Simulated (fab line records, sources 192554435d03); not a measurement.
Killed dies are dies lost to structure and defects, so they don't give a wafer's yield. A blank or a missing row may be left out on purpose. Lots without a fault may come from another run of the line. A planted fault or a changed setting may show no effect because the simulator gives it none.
A struck lot beside a sound one | flow n5_finfet | 23 steps out of a route of 1938
Sound: wafers L220.1, L220.2, L220.6. Struck: wafers L229.1, L229.2, L229.3. The cause comes at the end.
At each step with rows: each side's tool, then ch and its chambers, then its first start. Under that, the readings that differ: sound wafers | struck wafers | difference of the means | sigmas: that difference in standard deviations of wafers without a fault.
alike: readings whose means differ by less than 2 such deviations, and words and numbers that are the same on both sides. not compared: withheld readings, readings that some wafer has no value for, bounds like >300 that may hide the same value, and numbers for which the record gives no deviation and whose values overlap.
The two part at a step that has a row with sigmas, a row that says differs or no value, or rows on one side only. Numbers that don't overlap but have no deviation are shown without sigmas and don't part them. A reading that every wafer of one side lacks parts them only if that side has two wafers or more.

first, 3 steps without rows for these wafers: N5_PMOS_HMC_CHANNEL_EPI_EXPOSE_06 (exposes mask PMOS HMC BLK, target cd 240 nm); N5_PMOS_HMC_CHANNEL_EPI_PEB_07 (peb time 60 s); N5_PMOS_HMC_CHANNEL_EPI_DEVELOP_08 (develop time 30 s).
N5_PMOS_HMC_CHANNEL_EPI_CD_MEAS_09: target cd 237.4 nm.
  sound on cd_sem-02 ch 0, day 1 19:02; struck on cd_sem-01 ch 0, day 3 23:21
  alike: cd_nm
N5_PMOS_HMC_CHANNEL_EPI_OVL_MEAS_10:
  sound on overlay-01 ch 0, day 1 19:04; struck on overlay-02 ch 0, day 3 23:23
  alike: PMOS_HMC_BLK_OVL
N5_PMOS_HMC_CHANNEL_EPI_INSPECT_11: inspects for defects (macro).
  sound on defect_inspect-02, day 1 19:06; struck on defect_inspect-02, day 3 23:25
  alike: raw_defect_count
N5_PMOS_HMC_CHANNEL_EPI_DESCUM_14: chemistry O2, time 7.9 s.
  sound on rie_diel-04 ch 0,1, day 1 19:11; struck on rie_diel-02 ch 0,1,2, day 3 23:41
  reading                     | sound       | struck      | difference | sigmas
  drypump_motor_current_A (A) | 6.2 6.4 6.2 | 5.8 5.0 5.2 | -0.9       | -2
  alike: oes_product_au, rf_fwd_power_W, rf_vpp_V, showerhead_plenum_p_Torr, throttle_valve_pct
  not compared: rf_hours_counter_h
N5_PMOS_HMC_CHANNEL_EPI_ETCH_32: etches BARC in N2/H2, stops on SiO2, target depth 85.8 nm, time 50.3 s.
  sound on rie_diel-04 ch 0,1, day 1 19:14; struck on rie_diel-02 ch 0,1,2, day 3 23:43
  reading                     | sound       | struck      | difference | sigmas
  drypump_motor_current_A (A) | 6.2 6.3 6.2 | 5.7 5.0 5.2 | -0.9       | -2
  alike: bias_w, oes_product_au, rf_fwd_power_W, rf_vpp_V, showerhead_plenum_p_Torr, throttle_valve_pct
  not compared: rf_hours_counter_h
N5_PMOS_HMC_CHANNEL_EPI_HM_OPEN_15: chemistry CHF3/O2, target SiO2, target depth 40.6 nm, time 20.3 s.
  sound on rie_diel-04 ch 0,1, day 1 19:16; struck on rie_diel-02 ch 0,1,2, day 3 23:46
  reading                     | sound       | struck      | difference | sigmas
  drypump_motor_current_A (A) | 6.2 6.4 6.2 | 5.8 5.0 5.2 | -0.9       | -2
  alike: bias_w, oes_product_au, rf_fwd_power_W, rf_vpp_V, showerhead_plenum_p_Torr, throttle_valve_pct
  not compared: rf_hours_counter_h
then, 2 steps without rows for these wafers: N5_PMOS_HMC_CHANNEL_EPI_STRIP_33 (strips in N2/H2); N5_PMOS_HMC_CHANNEL_EPI_STRIP_17 (strips in SPM, time 750 s).
N5_PMOS_HMC_CHANNEL_EPI_ETCH_38: etches SiO2 in CF4, target depth 1.5 nm.
  sound on rie_si-01 ch 1,2,3, day 1 19:38; struck on rie_si-01 ch 0,1,3, day 4 00:08
  alike: bias_w, drypump_motor_current_A, oes_product_au, rf_fwd_power_W, throttle_valve_pct
  not compared: rf_hours_counter_h
N5_PMOS_HMC_CHANNEL_EPI_FIN_RECESS_16: chemistry HBr/Cl2, target Si, target depth 54 nm, time 18 s.
  sound on rie_si-01 ch 1,2,3, day 1 19:39; struck on rie_si-01 ch 0,1,3, day 4 00:09
  reading                                          | sound             | struck           | difference | sigmas
  model.etch.depth_nm (nm)                         | 52.94 53.91 54.09 | 57.44 56.66 59.2 | +4.12      |
  model.PMOS_HMC_CHANNEL_EPI.feature_depth_nm (nm) | 52.94 53.91 54.09 | 57.44 56.66 59.2 | +4.12      |
  alike: bias_w, drypump_motor_current_A, mfc_cl2_sccm, oes_product_au, rf_fwd_power_W, throttle_valve_pct
  not compared: rf_hours_counter_h
then, 6 steps without rows for these wafers: N5_PMOS_HMC_CHANNEL_EPI_PRECLEAN_36 (cleans in O3/DIW, time 45 s); N5_PMOS_HMC_CHANNEL_EPI_PRECLEAN_18 (cleans in DHF, time 30 s); N5_PMOS_HMC_CHANNEL_EPI_SRD_19 (time 30 s); N5_PMOS_HMC_CHANNEL_EPI_EPI_20 (deposits SiGe30, target thk 59 nm); N5_PMOS_HMC_CHANNEL_EPI_HM_STRIP_35 (strips SiO2 in dHF, material SiO2, target depth 39.6 nm, time 216 s); N5_PMOS_HMC_CHANNEL_EPI_SRD_39 (time 30 s).
N5_PMOS_HMC_CHANNEL_EPI_CMP_21: polishes SiGe30, target thk 54 nm.
  sound on cmp-04 ch 0,1,3, day 1 21:10; struck on cmp-03 ch 0,1,2, day 4 01:40
  alike: motor_current_A
N5_PMOS_HMC_CHANNEL_EPI_THK_MEAS_22:
  sound on film_metro-01, day 1 21:27; struck on film_metro-02, day 4 01:58
  reading          | sound          | struck         | difference | sigmas
  HMC_CMP_THK (nm) | 53.0 54.0 54.1 | 57.5 56.7 59.1 | +4.1       | +5
then, 1 step without rows for these wafers: N5_PMOS_HMC_CHANNEL_EPI_PRECLEAN_40 (cleans in DHF, time 30 s).
-- the record jumps here: 11 days lie between the struck wafers' starts before and after (it left off in module PMOS_HMC_CHANNEL_EPI and takes up again in module PASSIVATION, whose first step shown is number 1936 of the route) --
N5_PASSIVATION_PROBE_49:
  the record has rows for the struck wafers here (prober-02, day 15 13:43) and none for the sound ones

WHERE THEY PART
First at N5_PMOS_HMC_CHANNEL_EPI_DESCUM_14; last, within this record, at N5_PASSIVATION_PROBE_49.

WHY: what the simulator had put in
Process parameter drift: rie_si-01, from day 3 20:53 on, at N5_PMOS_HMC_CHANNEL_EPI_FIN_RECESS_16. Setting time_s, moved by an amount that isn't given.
